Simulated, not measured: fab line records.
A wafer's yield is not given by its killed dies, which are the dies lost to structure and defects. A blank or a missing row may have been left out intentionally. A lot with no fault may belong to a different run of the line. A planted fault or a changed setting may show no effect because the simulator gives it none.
Chamber matching | flow nand_harc | 4 sister chambers for NHARC_A_STAIRCASE_TRIM_187 on rie_diel-04
The step chemistry O2, time 211.2 s. 8 wafers are shown with their chamber, then 12 later ones without.

== WAFERS WITH THEIR CHAMBER ==
wafer  | chamber | showerhead_plenum_p_Torr (Torr) | drypump_motor_current_A (A)
L085.2 | 2       | 3.46                            | 5.53
L087.4 | 1       | 3.77                            | 5.81
L088.1 | 1       | 3.77                            | 5.78
L088.4 | 0       | 3.43                            | 5.98
L088.5 | 3       | 3.38                            | 5.24
L091.2 | 3       | 3.38                            | 5.22
L091.3 | 2       | 3.46                            | 5.54
L091.4 | 0       | 3.42                            | 6.02

== WAFERS WHOSE CHAMBER IS MISSING ==
wafer  | showerhead_plenum_p_Torr (Torr) | drypump_motor_current_A (A)
L094.1 | 3.76                            | 5.79
L094.4 | 3.42                            | 6.01
L094.6 | 3.42                            | 6.02
L092.1 | 3.46                            | 5.52
L092.2 | 3.76                            | 5.78
L092.4 | 3.38                            | 5.24
L095.2 | 3.37                            | 5.24
L095.3 | 3.45                            | 5.53
L095.6 | 3.42                            | 6.01
L097.2 | 3.75                            | 5.80
L097.3 | 3.45                            | 5.52
L097.5 | 3.45                            | 5.53

== CHAMBER TAKEN BY EACH ==
wafer  | from the rows above | in truth
L094.1 | 1                   | 1
L094.4 | 0                   | 0
L094.6 | 0                   | 0
L092.1 | 2                   | 2
L092.2 | 1                   | 1
L092.4 | 3                   | 3
L095.2 | 3                   | 3
L095.3 | 2                   | 2
L095.6 | 0                   | 0
L097.2 | 1                   | 1
L097.3 | 2                   | 2
L097.5 | 2                   | 2
12 of 12 placed correctly. From these rows, 0 cannot be placed. Wrongly placed: 0.
How it was worked out, from the rows above alone: a wafer's distance from a chamber is the root of the sum, over the readings, of the square of ((its reading less the chamber's mean) divided by the reading's scatter). If the next closest chamber is less than 2 further off than the closest, the wafer can't be placed; otherwise it belongs to the closest. Each chamber's mean is taken over the wafers shown for it. The scatter is the square root of a quotient: the sum, over the shown wafers, of each reading's squared deviation from its chamber's mean, divided by wafers minus chambers.
